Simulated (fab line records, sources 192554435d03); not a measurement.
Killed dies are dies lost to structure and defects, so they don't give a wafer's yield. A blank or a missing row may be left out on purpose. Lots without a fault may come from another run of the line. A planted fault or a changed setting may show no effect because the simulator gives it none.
Chamber matching | flow n5_finfet | N5_BEOL_M9_CURE_72 on uv_cure-02: 3 sister chambers
The step cures SiCOH lowk, time 120 s. 3 wafers are shown with their chamber, then 12 later ones without.

WAFERS WITH THEIR CHAMBER
wafer  | chamber | wafer_temp_C_max
L078.5 | 0       | 372.9
L080.5 | 1       | 370.7
L083.5 | 2       | 371.8

WAFERS WITHOUT THEIR CHAMBER
wafer  | wafer_temp_C_max
L083.2 | 371.4
L083.3 | 371.9
L083.6 | 371.8
L085.1 | 370.9
L085.4 | 371.1
L085.5 | 371.8
L089.1 | 372.0
L089.2 | 371.7
L089.4 | 371.6
L097.2 | 371.1
L097.3 | 371.2
L097.5 | 371.3

WHICH CHAMBER EACH WENT THROUGH
wafer  | from the rows above     | in truth
L083.2 | can't be placed: 2 or 1 | 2
L083.3 | 2                       | 2
L083.6 | 2                       | 2
L085.1 | 1                       | 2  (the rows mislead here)
L085.4 | can't be placed: 1 or 2 | 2
L085.5 | 2                       | 2
L089.1 | 2                       | 2
L089.2 | 2                       | 2
L089.4 | 2                       | 2
L097.2 | can't be placed: 1 or 2 | 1
L097.3 | can't be placed: 1 or 2 | 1
L097.5 | can't be placed: 2 or 1 | 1
Placed correctly: 6 of 12. Can't be placed from these rows: 5 (the true chamber is among the candidates in 5). Placed wrongly: 1.
How it was worked out, from the rows above alone: a wafer's distance from a chamber is the root of the sum, over the readings, of the square of ((its reading less the chamber's mean) divided by the reading's scatter). The wafer belongs to the nearest chamber; if the next one is less than 2 further off, it can't be placed. A chamber's mean is the mean of its shown wafers. The scatter: with one shown wafer a chamber, the root of the mean of the squares of how far each hidden wafer lies from its nearest shown one.
